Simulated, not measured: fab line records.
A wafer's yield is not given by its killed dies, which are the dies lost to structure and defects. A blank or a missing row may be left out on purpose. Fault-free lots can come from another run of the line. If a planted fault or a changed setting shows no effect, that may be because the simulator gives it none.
What tool caused it? || flow nand harc || 13 lots with 39 wafers sampled at 4 steps, on a route of 1302 steps

== WHAT EACH GAUGE READ, for each wafer ==
NHARC_P_ZERO_WELL_CD_MEAS_24: the cd target is 720 nm.
{"lot": "L983", "measured": "day 2 18:43", "on": "cd sem-03", "cd nm (nm)": "718.5 720.3 722.3"}
{"lot": "L985", "measured": "day 3 14:47", "on": "cd sem-01", "cd nm (nm)": "718.4 717.2 718.0"}
{"lot": "L987", "measured": "day 4 10:34", "on": "cd sem-01", "cd nm (nm)": "718.1 719.5 719.5"}
{"lot": "L988", "measured": "day 4 20:19", "on": "cd sem-02", "cd nm (nm)": "722.0 721.5 717.9"}
{"lot": "L994", "measured": "day 7 08:49", "on": "cd sem-02", "cd nm (nm)": "718.2 720.1 717.9"}
{"lot": "L995", "measured": "day 7 18:31", "on": "cd sem-01", "cd nm (nm)": "722.2 719.2 718.9"}
{"lot": "L996", "measured": "day 8 04:37", "on": "cd sem-03", "cd nm (nm)": "720.7 719.2 721.1"}
{"lot": "L997", "measured": "day 8 14:35", "on": "cd sem-03", "cd nm (nm)": "718.7 718.0 718.0"}
{"lot": "L998", "measured": "day 9 00:28", "on": "cd sem-01", "cd nm (nm)": "719.4 720.8 716.7"}
{"lot": "L999", "measured": "day 9 10:37", "on": "cd sem-02", "cd nm (nm)": "719.0 721.9 718.9"}
{"lot": "L100", "measured": "day 9 20:22", "on": "cd sem-03", "cd nm (nm)": "718.5 719.5 721.2"}
{"lot": "L101", "measured": "day 10 06:43", "on": "cd sem-02", "cd nm (nm)": "719.8 719.0 717.6"}
{"lot": "L103", "measured": "day 11 02:28", "on": "cd sem-03", "cd nm (nm)": "719.2 722.2 720.8"}

NHARC_P_STI_INSPECT_11.
{"lot": "L983", "measured": "day 3 17:25", "on": "defect inspect-01", "raw defect count": "10 5 5"}
{"lot": "L985", "measured": "day 4 12:43", "on": "defect inspect-02", "raw defect count": "10 4 4"}
{"lot": "L987", "measured": "day 5 10:47", "on": "defect inspect-02", "raw defect count": "7 12 6"}
{"lot": "L988", "measured": "day 5 18:34", "on": "defect inspect-01", "raw defect count": "5 5 12"}
{"lot": "L994", "measured": "day 8 07:56", "on": "defect inspect-01", "raw defect count": "2 1 3"}
{"lot": "L995", "measured": "day 8 14:13", "on": "defect inspect-02", "raw defect count": "4 6 6"}
{"lot": "L996", "measured": "day 9 01:04", "on": "defect inspect-01", "raw defect count": "6 4 3"}
{"lot": "L997", "measured": "day 9 10:11", "on": "defect inspect-01", "raw defect count": "2 2 4"}
{"lot": "L998", "measured": "day 9 22:28", "on": "defect inspect-02", "raw defect count": "5 4 4"}
{"lot": "L999", "measured": "day 10 06:27", "on": "defect inspect-02", "raw defect count": "6 5 4"}
{"lot": "L100", "measured": "day 10 16:54", "on": "defect inspect-02", "raw defect count": "3 6 4"}
{"lot": "L101", "measured": "day 11 05:43", "on": "defect inspect-01", "raw defect count": "5 5 4"}
{"lot": "L103", "measured": "day 12 03:56", "on": "defect inspect-02", "raw defect count": "3 4 6"}

== EACH LOT AND THE TOOL THAT RAN IT (in order: tool; ch and the chambers of the sampled wafers; start) ==
{"lot": "L983", "NHARC_P_ZERO_WELL_SOFTBAKE_06": "litho track-05 ch 0, day 2 16:00", "NHARC_P_ZERO_WELL_DESCUM_26": "rie diel-07 ch 0,3, day 2 18:52"}
{"lot": "L985", "NHARC_P_ZERO_WELL_SOFTBAKE_06": "litho track-05 ch 0, day 3 12:00", "NHARC_P_ZERO_WELL_DESCUM_26": "rie diel-07 ch 0,2,3, day 3 14:56"}
{"lot": "L987", "NHARC_P_ZERO_WELL_SOFTBAKE_06": "litho track-05 ch 0, day 4 08:00", "NHARC_P_ZERO_WELL_DESCUM_26": "rie diel-07 ch 0,1, day 4 11:16"}
{"lot": "L988", "NHARC_P_ZERO_WELL_SOFTBAKE_06": "litho track-05 ch 0, day 4 18:00", "NHARC_P_ZERO_WELL_DESCUM_26": "rie diel-03 ch 0,1, day 4 20:29"}
{"lot": "L994", "NHARC_P_ZERO_WELL_SOFTBAKE_06": "litho track-05 ch 0, day 7 06:00", "NHARC_P_ZERO_WELL_DESCUM_26": "rie diel-07 ch 1,3, day 7 09:01"}
{"lot": "L995", "NHARC_P_ZERO_WELL_SOFTBAKE_06": "litho track-07 ch 0, day 7 16:00", "NHARC_P_ZERO_WELL_DESCUM_26": "rie diel-07 ch 0,1, day 7 18:41"}
{"lot": "L996", "NHARC_P_ZERO_WELL_SOFTBAKE_06": "litho track-03 ch 0, day 8 02:00", "NHARC_P_ZERO_WELL_DESCUM_26": "rie diel-05 ch 0,2, day 8 04:47"}
{"lot": "L997", "NHARC_P_ZERO_WELL_SOFTBAKE_06": "litho track-03 ch 0, day 8 12:00", "NHARC_P_ZERO_WELL_DESCUM_26": "rie diel-05 ch 0,1,3, day 8 14:45"}
{"lot": "L998", "NHARC_P_ZERO_WELL_SOFTBAKE_06": "litho track-07 ch 0, day 8 22:00", "NHARC_P_ZERO_WELL_DESCUM_26": "rie diel-07 ch 0,1, day 9 00:37"}
{"lot": "L999", "NHARC_P_ZERO_WELL_SOFTBAKE_06": "litho track-03 ch 0, day 9 08:00", "NHARC_P_ZERO_WELL_DESCUM_26": "rie diel-03 ch 0,2, day 9 10:46"}
{"lot": "L100", "NHARC_P_ZERO_WELL_SOFTBAKE_06": "litho track-05 ch 0, day 9 18:00", "NHARC_P_ZERO_WELL_DESCUM_26": "rie diel-05 ch 0,3, day 9 20:34"}
{"lot": "L101", "NHARC_P_ZERO_WELL_SOFTBAKE_06": "litho track-05 ch 0, day 10 04:00", "NHARC_P_ZERO_WELL_DESCUM_26": "rie diel-03 ch 1,2, day 10 06:52"}
{"lot": "L103", "NHARC_P_ZERO_WELL_SOFTBAKE_06": "litho track-05 ch 0, day 11 00:00", "NHARC_P_ZERO_WELL_DESCUM_26": "rie diel-05 ch 0,2, day 11 02:40"}
- NHARC_P_ZERO_WELL_SOFTBAKE_06: time 70 s.
- NHARC_P_ZERO_WELL_DESCUM_26: chemistry O2, time 3 s.

== WHAT THE TOOLS THEMSELVES READ (means of the sampled wafers that have a number; where no wafer has one, the mark that the record gives instead) ==
NHARC_P_ZERO_WELL_SOFTBAKE_06.
{"lot": "L983", "tool": "litho track-05", "heater power total W (W)": 201.7}
{"lot": "L985", "tool": "litho track-05", "heater power total W (W)": 225.8}
{"lot": "L987", "tool": "litho track-05", "heater power total W (W)": 224.4}
{"lot": "L988", "tool": "litho track-05", "heater power total W (W)": 224.8}
{"lot": "L994", "tool": "litho track-05", "heater power total W (W)": 200.7}
{"lot": "L995", "tool": "litho track-07", "heater power total W (W)": 201.2}
{"lot": "L996", "tool": "litho track-03", "heater power total W (W)": 200.4}
{"lot": "L997", "tool": "litho track-03", "heater power total W (W)": 199.6}
{"lot": "L998", "tool": "litho track-07", "heater power total W (W)": 201.9}
{"lot": "L999", "tool": "litho track-03", "heater power total W (W)": 201.2}
{"lot": "L100", "tool": "litho track-05", "heater power total W (W)": 200.9}
{"lot": "L101", "tool": "litho track-05", "heater power total W (W)": 201.9}
{"lot": "L103", "tool": "litho track-05", "heater power total W (W)": 201.5}

NHARC_P_ZERO_WELL_DESCUM_26.
{"lot": "L983", "tool": "rie diel-07", "drypump motor current A (A)": 6.0, "oes product au (a.u.)": 0.998, "rf vpp V (V)": 58.7, "showerhead plenum p Torr (Torr)": 2.02, "throttle valve pct (%)": 11.305}
{"lot": "L985", "tool": "rie diel-07", "drypump motor current A (A)": 5.9, "oes product au (a.u.)": 1.004, "rf vpp V (V)": 57.6, "showerhead plenum p Torr (Torr)": 1.95, "throttle valve pct (%)": 11.315}
{"lot": "L987", "tool": "rie diel-07", "drypump motor current A (A)": 5.9, "oes product au (a.u.)": 0.999, "rf vpp V (V)": 57.6, "showerhead plenum p Torr (Torr)": 1.94, "throttle valve pct (%)": 11.311}
{"lot": "L988", "tool": "rie diel-03", "drypump motor current A (A)": 6.0, "oes product au (a.u.)": 0.991, "rf vpp V (V)": 57.7, "showerhead plenum p Torr (Torr)": 1.80, "throttle valve pct (%)": 11.314}
{"lot": "L994", "tool": "rie diel-07", "drypump motor current A (A)": 6.0, "oes product au (a.u.)": 0.991, "rf vpp V (V)": 57.5, "showerhead plenum p Torr (Torr)": 1.92, "throttle valve pct (%)": 11.309}
{"lot": "L995", "tool": "rie diel-07", "drypump motor current A (A)": 5.9, "oes product au (a.u.)": 0.997, "rf vpp V (V)": 57.8, "showerhead plenum p Torr (Torr)": 1.94, "throttle valve pct (%)": 11.312}
{"lot": "L996", "tool": "rie diel-05", "drypump motor current A (A)": 5.2, "oes product au (a.u.)": 1.003, "rf vpp V (V)": 57.1, "showerhead plenum p Torr (Torr)": 1.91, "throttle valve pct (%)": 11.307}
{"lot": "L997", "tool": "rie diel-05", "drypump motor current A (A)": 5.1, "oes product au (a.u.)": 0.989, "rf vpp V (V)": 57.4, "showerhead plenum p Torr (Torr)": 1.93, "throttle valve pct (%)": 11.309}
{"lot": "L998", "tool": "rie diel-07", "drypump motor current A (A)": 5.8, "oes product au (a.u.)": 1.003, "rf vpp V (V)": 56.2, "showerhead plenum p Torr (Torr)": 1.85, "throttle valve pct (%)": 11.320}
{"lot": "L999", "tool": "rie diel-03", "drypump motor current A (A)": 5.8, "oes product au (a.u.)": 0.998, "rf vpp V (V)": 57.2, "showerhead plenum p Torr (Torr)": 1.89, "throttle valve pct (%)": 11.312}
{"lot": "L100", "tool": "rie diel-05", "drypump motor current A (A)": 5.1, "oes product au (a.u.)": 1.001, "rf vpp V (V)": 58.4, "showerhead plenum p Torr (Torr)": 1.97, "throttle valve pct (%)": 11.308}
{"lot": "L101", "tool": "rie diel-03", "drypump motor current A (A)": 6.1, "oes product au (a.u.)": 1.007, "rf vpp V (V)": 57.9, "showerhead plenum p Torr (Torr)": 1.98, "throttle valve pct (%)": 11.308}
{"lot": "L103", "tool": "rie diel-05", "drypump motor current A (A)": 5.2, "oes product au (a.u.)": 0.999, "rf vpp V (V)": 57.6, "showerhead plenum p Torr (Torr)": 2.01, "throttle valve pct (%)": 11.318}

== THE ANSWER, worked out from the rows above alone ==
Rule: the usual values come from the lots themselves. The widest of any qualifying gaps counts: lots, ordered by their means at a reading, are off when they make up no more than a third of the lots, leave a main group of 4 or more, and stand apart from it by 3 or more times the standard deviation of that group's means. If all means in a main group match to the digits the tables above print for the reading, that group is not used. A lot without any number at a reading at which 4 lots or more have one is off too. The other lots that the step has rows for count as sound. After the gauges, taken in route order, come the tools' own readings; for these a lot's mean is taken, as printed above. At the first step where some lot is off, the reading lying furthest off is the one used; lots without a number count as furthest.
Off: L985, L987, L988 (NHARC_P_ZERO_WELL_SOFTBAKE_06, heater power total W). For the main group the mean is 201.1 W and the standard deviation 0.69.
If a tool, at that step or one of the process steps before it, ran each lot that is off and ran no sound lot following the first of them, it fits. No candidate that was tried fits.

== WHAT WAS PUT IN BY THE SIMULATOR ==
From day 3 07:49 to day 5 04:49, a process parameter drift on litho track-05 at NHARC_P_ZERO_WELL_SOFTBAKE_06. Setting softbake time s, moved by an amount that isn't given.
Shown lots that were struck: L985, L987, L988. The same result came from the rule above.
